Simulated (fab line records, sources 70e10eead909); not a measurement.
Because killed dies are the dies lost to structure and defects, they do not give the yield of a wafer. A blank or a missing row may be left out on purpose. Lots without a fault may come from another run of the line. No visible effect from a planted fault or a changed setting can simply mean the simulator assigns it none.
Which tool is to blame?    flow nand-harc    69 wafers from 23 lots sampled at 6 of the route's 1302 steps

WHAT THE GAUGES READ, wafer by wafer
The record holds no reading of a measuring or inspecting step that can be judged against a usual standard deviation.

WHICH TOOL RAN EACH LOT (tool, then ch and the chambers of the sampled wafers, then the start)
lot   NHARC_A_STAIRCASE_DESCUM_186        NHARC_A_STAIRCASE_TRIM_198      NHARC_A_STAIRCASE_TRIM_200      NHARC_A_STAIRCASE_TRIM_226      NHARC_A_STAIRCASE_ETCH_227      NHARC_A_STAIRCASE_ETCH_230
L074  rie-diel-04 ch 2,3, day 15 17:56    rie-diel-07 ch 1,2,3, no start  rie-diel-07 ch 0,1, no start    rie-diel-07 ch 0,1,2, no start  rie-diel-07 ch 0,2,3, no start  rie-diel-07 ch 0,1,2, no start
L075  rie-diel-04 ch 0,1,3, day 15 21:25  rie-diel-08 ch 1,3, no start    rie-diel-08 ch 1,2, no start    rie-diel-07 ch 0,1,2, no start  rie-diel-07 ch 0,2, no start    rie-diel-08 ch 0,1, no start
L076  rie-diel-04 ch 0,1,2, day 16 10:52  rie-diel-04 ch 0,2,3, no start  rie-diel-04 ch 1,3, no start    rie-diel-07 ch 1,2, no start    rie-diel-07 ch 1,2, no start    rie-diel-07 ch 0,3, no start
L077  rie-diel-04 ch 0,1,2, day 17 00:52  rie-diel-04 ch 1,2, no start    rie-diel-04 ch 0,2,3, no start  rie-diel-08 ch 1,2,3, no start  rie-diel-08 ch 1,2,3, no start  rie-diel-08 ch 0,1,3, no start
L079  rie-diel-08 ch 0,1,2, day 17 14:34  rie-diel-07 ch 0,1,2, no start  rie-diel-07 ch 0,1,3, no start  rie-diel-07 ch 0,1,3, no start  rie-diel-07 ch 0,1,2, no start  rie-diel-07 ch 0,2,3, no start
L080  rie-diel-07 ch 1,2, day 18 02:02    rie-diel-08 ch 1,3, no start    rie-diel-08 ch 0,3, no start    rie-diel-04 ch 1,2, no start    rie-diel-04 ch 0,3, no start    rie-diel-04 ch 2,3, no start
L081  rie-diel-07 ch 1,2,3, day 18 02:13  rie-diel-08 ch 0,1,3, no start  rie-diel-08 ch 0,1,3, no start  rie-diel-07 ch 0,1,3, no start  rie-diel-07 ch 0,1,3, no start  rie-diel-07 ch 0,1,2, no start
L082  rie-diel-04 ch 1,2,3, day 18 23:46  rie-diel-04 ch 0,1,3, no start  rie-diel-04 ch 0,2,3, no start  rie-diel-04 ch 0,1,3, no start  rie-diel-04 ch 0,2,3, no start  rie-diel-04 ch 1,2,3, no start
L083  rie-diel-07 ch 1,2, day 19 00:11    rie-diel-04 ch 0,2, no start    rie-diel-04 ch 0,2, no start    rie-diel-08 ch 0,2,3, no start  rie-diel-08 ch 1,2,3, no start  rie-diel-07 ch 1,2,3, no start
L084  rie-diel-07 ch 0,1,2, day 20 02:32  rie-diel-04 ch 0,2, no start    rie-diel-04 ch 2,3, no start    rie-diel-08 ch 0,1,3, no start  rie-diel-08 ch 1,2, no start    rie-diel-08 ch 0,2, no start
L085  rie-diel-04 ch 0,1, day 20 02:47    rie-diel-08 ch 0,1, no start    rie-diel-08 ch 1,2,3, no start  rie-diel-07 ch 1,2, no start    rie-diel-07 ch 0,1,3, no start  rie-diel-04 ch 0,1,3, no start
L086  rie-diel-08 ch 0,1,2, day 20 15:25  rie-diel-04 ch 1,3, no start    rie-diel-04 ch 1,3, no start    rie-diel-08 ch 0,3, no start    rie-diel-08 ch 1,2,3, no start  rie-diel-08 ch 1,3, no start
L087  rie-diel-07 ch 1,2,3, day 21 11:55  rie-diel-04 ch 0,1,3, no start  rie-diel-04 ch 0,1, no start    rie-diel-08 ch 1,2,3, no start  rie-diel-08 ch 0,2,3, no start  rie-diel-07 ch 1,2, no start
L089  rie-diel-08 ch 0,1,3, day 21 22:24  rie-diel-08 ch 1,3, no start    rie-diel-08 ch 1,2, no start    rie-diel-08 ch 1,2,3, no start  rie-diel-08 ch 2,3, no start    rie-diel-08 ch 1,2,3, no start
L088  rie-diel-08 ch 1,2,3, day 21 23:35  rie-diel-07 ch 0,1, no start    rie-diel-07 ch 0,1,2, no start  rie-diel-07 ch 1,2, no start    rie-diel-07 ch 0,3, no start    rie-diel-04 ch 0,2,3, no start
L090  rie-diel-07 ch 0,1,2, day 22 11:36  rie-diel-07 ch 0,3, no start    rie-diel-07 ch 1,2, no start    rie-diel-04 ch 1,2,3, no start  rie-diel-04 ch 0,1,3, no start  rie-diel-04 ch 0,3, no start
L092  rie-diel-04 ch 0,2, day 22 19:32    rie-diel-04 ch 0,1,2, no start  rie-diel-04 ch 1,3, no start    rie-diel-07 ch 1,3, no start    rie-diel-07 ch 0,1,2, no start  rie-diel-04 ch 0,1,2, no start
L091  rie-diel-07 ch 0,2, day 22 19:58    rie-diel-04 ch 1,2, no start    rie-diel-04 ch 0,1,3, no start  rie-diel-07 ch 1,3, no start    rie-diel-07 ch 0,1,2, no start  rie-diel-08 ch 0,1,3, no start
L093  rie-diel-04 ch 1,3, day 23 17:56    rie-diel-07 ch 0,1,2, no start  rie-diel-07 ch 0,2,3, no start  rie-diel-04 ch 0,1,3, no start  rie-diel-04 ch 0,3, no start    rie-diel-07 ch 0,2,3, no start
L094  rie-diel-04 ch 0,3, day 24 07:31    rie-diel-08 ch 0,2, no start    rie-diel-08 ch 1,2,3, no start  rie-diel-07 ch 0,2,3, no start  rie-diel-07 ch 1,2,3, no start  rie-diel-04 ch 0,1,2, no start
L095  rie-diel-04 ch 0,2, day 24 15:03    rie-diel-04 ch 1,2, no start    rie-diel-04 ch 0,3, no start    rie-diel-07 ch 0,1,2, no start  rie-diel-07 ch 1,2,3, no start  rie-diel-04 ch 1,2,3, no start
L096  rie-diel-07 ch 1,2, day 25 15:55    rie-diel-08 ch 0,1,2, no start  rie-diel-08 ch 1,2,3, no start  rie-diel-07 ch 0,1, no start    rie-diel-07 ch 0,1,2, no start  rie-diel-07 ch 0,2,3, no start
L097  rie-diel-07 ch 2,3, day 25 16:11    rie-diel-07 ch 1,2, no start    rie-diel-07 ch 0,1,2, no start  rie-diel-08 ch 0,3, no start    rie-diel-08 ch 2,3, no start    rie-diel-08 ch 1,2,3, no start
- NHARC_A_STAIRCASE_DESCUM_186: chemistry O2, time 3 s.
- NHARC_A_STAIRCASE_TRIM_198: chemistry O2, time 211.2 s.
- NHARC_A_STAIRCASE_TRIM_200: chemistry O2, time 211.2 s.
- NHARC_A_STAIRCASE_TRIM_226: chemistry O2, time 211.2 s.
- NHARC_A_STAIRCASE_ETCH_227: etches the open film in C4F8/O2, target depth 100 nm, time 40.5 s.
- NHARC_A_STAIRCASE_ETCH_230: etches the open film in C4F8/O2, target depth 100 nm, time 40.5 s.

AS READ BY THE TOOLS THEMSELVES (means over the sampled wafers that have a number; for cases with no such wafer, the mark the record gives instead)
NHARC_A_STAIRCASE_DESCUM_186.
lot   tool         drypump-motor-current-A (A)  oes-product-au (a.u.)  rf-vpp-V (V)  showerhead-plenum-p-Torr (Torr)  throttle-valve-pct (%)
L074  rie-diel-04  5.9                          1.006                  57.4          1.88                             11.310
L075  rie-diel-04  6.1                          1.008                  57.9          1.86                             11.314
L076  rie-diel-04  5.9                          1.003                  57.9          1.92                             11.314
L077  rie-diel-04  5.9                          0.999                  57.3          1.92                             11.309
L079  rie-diel-08  5.9                          1.011                  57.6          1.98                             11.313
L080  rie-diel-07  6.0                          0.983                  58.1          1.92                             11.311
L081  rie-diel-07  5.6                          0.987                  57.8          1.95                             11.305
L082  rie-diel-04  5.9                          0.996                  57.6          1.87                             11.320
L083  rie-diel-07  6.0                          0.974                  56.2          1.92                             11.322
L084  rie-diel-07  6.1                          0.986                  57.9          1.90                             11.309
L085  rie-diel-04  6.1                          0.993                  58.7          2.01                             11.310
L086  rie-diel-08  5.9                          1.001                  57.8          1.97                             11.310
L087  rie-diel-07  5.7                          0.997                  57.2          1.94                             11.301
L089  rie-diel-08  6.0                          0.999                  58.1          2.01                             11.308
L088  rie-diel-08  5.8                          1.002                  58.0          2.00                             11.310
L090  rie-diel-07  6.1                          0.995                  57.8          1.89                             11.309
L092  rie-diel-04  5.8                          0.996                  57.7          1.87                             11.311
L091  rie-diel-07  6.3                          0.994                  57.8          1.87                             11.308
L093  rie-diel-04  6.0                          1.002                  58.4          1.91                             11.320
L094  rie-diel-04  6.1                          0.996                  58.0          1.96                             11.312
L095  rie-diel-04  5.8                          1.006                  59.1          1.87                             11.313
L096  rie-diel-07  6.1                          1.006                  58.6          1.94                             11.305
L097  rie-diel-07  5.8                          1.001                  58.3          1.97                             11.310

NHARC_A_STAIRCASE_TRIM_198.
lot   tool         drypump-motor-current-A (A)  oes-product-au (a.u.)  rf-vpp-V (V)  showerhead-plenum-p-Torr (Torr)  throttle-valve-pct (%)
L074  rie-diel-07  5.7                          0.988                  58.1          3.60                             17.049
L075  rie-diel-08  5.9                          0.993                  58.9          3.78                             17.040
L076  rie-diel-04  6.0                          0.999                  57.5          3.56                             17.039
L077  rie-diel-04  5.8                          1.008                  57.8          3.43                             17.039
L079  rie-diel-07  6.1                          0.988                  58.1          3.51                             17.033
L080  rie-diel-08  5.8                          1.002                  58.8          3.78                             17.037
L081  rie-diel-08  5.9                          1.009                  58.0          3.71                             17.027
L082  rie-diel-04  6.1                          1.001                  57.7          3.61                             17.042
L083  rie-diel-04  5.8                          1.003                  57.9          3.47                             17.042
L084  rie-diel-04  6.0                          0.998                  58.5          3.63                             17.041
L085  rie-diel-08  6.1                          1.009                  58.4          3.63                             17.036
L086  rie-diel-04  6.0                          1.012                  57.7          3.50                             17.025
L087  rie-diel-04  6.1                          0.993                  58.0          3.60                             17.037
L089  rie-diel-08  5.9                          0.996                  59.2          3.75                             17.024
L088  rie-diel-07  6.2                          0.989                  57.2          3.40                             17.042
L090  rie-diel-07  5.8                          0.992                  58.0          3.45                             17.036
L092  rie-diel-04  5.9                          1.001                  56.8          3.51                             17.042
L091  rie-diel-04  5.8                          1.015                  57.8          3.41                             17.039
L093  rie-diel-07  6.1                          0.997                  58.1          3.49                             17.038
L094  rie-diel-08  5.8                          0.994                  59.1          3.53                             17.035
L095  rie-diel-04  5.7                          1.008                  58.1          3.35                             17.034
L096  rie-diel-08  5.9                          0.988                  58.0          3.59                             17.040
L097  rie-diel-07  6.0                          1.001                  57.5          3.51                             17.039

NHARC_A_STAIRCASE_TRIM_200.
lot   tool         drypump-motor-current-A (A)  oes-product-au (a.u.)  rf-vpp-V (V)  showerhead-plenum-p-Torr (Torr)  throttle-valve-pct (%)
L074  rie-diel-07  6.2                          0.979                  57.9          3.43                             17.028
L075  rie-diel-08  5.8                          1.001                  57.5          3.71                             17.040
L076  rie-diel-04  6.1                          0.999                  57.8          3.54                             17.042
L077  rie-diel-04  6.0                          1.003                  57.7          3.56                             17.037
L079  rie-diel-07  5.7                          0.986                  57.5          3.50                             17.038
L080  rie-diel-08  6.1                          1.014                  57.6          3.64                             17.037
L081  rie-diel-08  6.0                          1.009                  57.5          3.71                             17.039
L082  rie-diel-04  6.0                          0.994                  57.3          3.55                             17.037
L083  rie-diel-04  5.8                          0.998                  57.6          3.47                             17.038
L084  rie-diel-04  5.8                          0.998                  56.9          3.38                             17.031
L085  rie-diel-08  5.8                          1.013                  57.9          3.69                             17.036
L086  rie-diel-04  6.0                          1.003                  57.3          3.50                             17.033
L087  rie-diel-04  6.0                          1.006                  57.4          3.57                             17.045
L089  rie-diel-08  5.8                          1.004                  57.7          3.68                             17.034
L088  rie-diel-07  6.1                          0.996                  57.7          3.50                             17.033
L090  rie-diel-07  6.1                          1.000                  58.4          3.59                             17.036
L092  rie-diel-04  6.1                          0.993                  57.7          3.51                             17.034
L091  rie-diel-04  6.1                          0.997                  58.0          3.59                             17.031
L093  rie-diel-07  5.8                          0.992                  58.0          3.54                             17.047
L094  rie-diel-08  5.8                          0.998                  57.8          3.67                             17.034
L095  rie-diel-04  6.2                          0.993                  57.6          3.69                             17.032
L096  rie-diel-08  5.8                          1.000                  56.9          3.66                             17.033
L097  rie-diel-07  6.2                          0.998                  57.8          3.48                             17.040

NHARC_A_STAIRCASE_TRIM_226.
lot   tool         drypump-motor-current-A (A)  oes-product-au (a.u.)  rf-vpp-V (V)  showerhead-plenum-p-Torr (Torr)  throttle-valve-pct (%)
L074  rie-diel-07  6.1                          0.990                  58.9          3.52                             17.039
L075  rie-diel-07  6.2                          0.982                  57.4          3.52                             17.039
L076  rie-diel-07  6.1                          0.987                  58.1          3.61                             17.043
L077  rie-diel-08  5.8                          0.996                  57.7          3.70                             17.030
L079  rie-diel-07  5.7                          0.991                  57.7          3.50                             17.031
L080  rie-diel-04  5.9                          1.002                  55.9          3.43                             17.034
L081  rie-diel-07  5.7                          0.979                  57.5          3.50                             17.035
L082  rie-diel-04  6.1                          0.997                  57.3          3.61                             17.031
L083  rie-diel-08  5.9                          1.001                  59.0          3.63                             17.030
L084  rie-diel-08  6.0                          1.003                  59.0          3.70                             17.036
L085  rie-diel-07  6.0                          0.982                  57.4          3.59                             17.032
L086  rie-diel-08  6.1                          1.004                  57.4          3.63                             17.041
L087  rie-diel-08  5.8                          1.000                  58.8          3.68                             17.036
L089  rie-diel-08  5.8                          0.998                  58.2          3.68                             17.038
L088  rie-diel-07  6.0                          0.994                  57.3          3.52                             17.037
L090  rie-diel-04  5.9                          1.002                  57.7          3.44                             17.035
L092  rie-diel-07  5.2                          0.988                  58.4          3.57                             17.036
L091  rie-diel-07  5.6                          0.988                  57.7          3.51                             17.034
L093  rie-diel-04  6.1                          1.005                  57.7          3.59                             17.036
L094  rie-diel-07  5.8                          1.000                  57.8          3.54                             17.043
L095  rie-diel-07  6.2                          0.994                  56.9          3.48                             17.032
L096  rie-diel-07  6.2                          0.989                  56.8          3.38                             17.036
L097  rie-diel-08  5.9                          1.001                  58.4          3.67                             17.034

NHARC_A_STAIRCASE_ETCH_227.
lot   tool         oes-product-au (a.u.)  rf-vpp-V (V)
L074  rie-diel-07  0.936                  897
L075  rie-diel-07  0.935                  894
L076  rie-diel-07  0.930                  899
L077  rie-diel-08  0.948                  902
L079  rie-diel-07  0.926                  896
L080  rie-diel-04  0.936                  900
L081  rie-diel-07  0.935                  895
L082  rie-diel-04  0.938                  897
L083  rie-diel-08  0.950                  901
L084  rie-diel-08  0.942                  899
L085  rie-diel-07  0.936                  894
L086  rie-diel-08  0.949                  902
L087  rie-diel-08  0.951                  900
L089  rie-diel-08  0.943                  901
L088  rie-diel-07  0.937                  896
L090  rie-diel-04  0.944                  899
L092  rie-diel-07  0.934                  895
L091  rie-diel-07  0.942                  894
L093  rie-diel-04  0.930                  902
L094  rie-diel-07  0.938                  897
L095  rie-diel-07  0.940                  897
L096  rie-diel-07  0.935                  894
L097  rie-diel-08  0.947                  898

NHARC_A_STAIRCASE_ETCH_230.
lot   tool         oes-product-au (a.u.)  rf-vpp-V (V)
L074  rie-diel-07  0.928                  896
L075  rie-diel-08  0.978                  899
L076  rie-diel-07  0.934                  894
L077  rie-diel-08  0.956                  902
L079  rie-diel-07  0.921                  897
L080  rie-diel-04  0.945                  894
L081  rie-diel-07  0.935                  895
L082  rie-diel-04  0.942                  894
L083  rie-diel-07  0.954                  898
L084  rie-diel-08  0.957                  896
L085  rie-diel-04  0.953                  899
L086  rie-diel-08  0.951                  904
L087  rie-diel-07  0.963                  897
L089  rie-diel-08  0.940                  901
L088  rie-diel-04  0.970                  896
L090  rie-diel-04  0.929                  902
L092  rie-diel-04  0.977                  895
L091  rie-diel-08  0.928                  901
L093  rie-diel-07  0.962                  896
L094  rie-diel-04  0.961                  894
L095  rie-diel-04  0.975                  893
L096  rie-diel-07  0.944                  896
L097  rie-diel-08  0.944                  900

THE ANSWER, worked out from the rows above alone
Rule: what is usual is taken from the lots themselves. Put in order of their means at a reading, lots are off if they are a third of the lots or fewer, leave a main group of 4 or more, and stand apart from it by a gap of 3 or more times the standard deviation of the main group's means; of several such gaps the widest counts. If all means in a main group match to the digits the tables above print for the reading, that group is not used. A lot without any number at a reading at which 4 lots or more have one is off too. Any other lot the step has rows for is counted as sound. The gauges are gone through in route order, then the tools' own readings, and for those a lot's mean is taken as printed above. At the first step where some lot is off, the reading lying furthest off is the one used; lots without a number count as furthest.
Nothing can be told from this: no lot is off at any reading shown.

WHAT THE SIMULATOR HAD INSERTED
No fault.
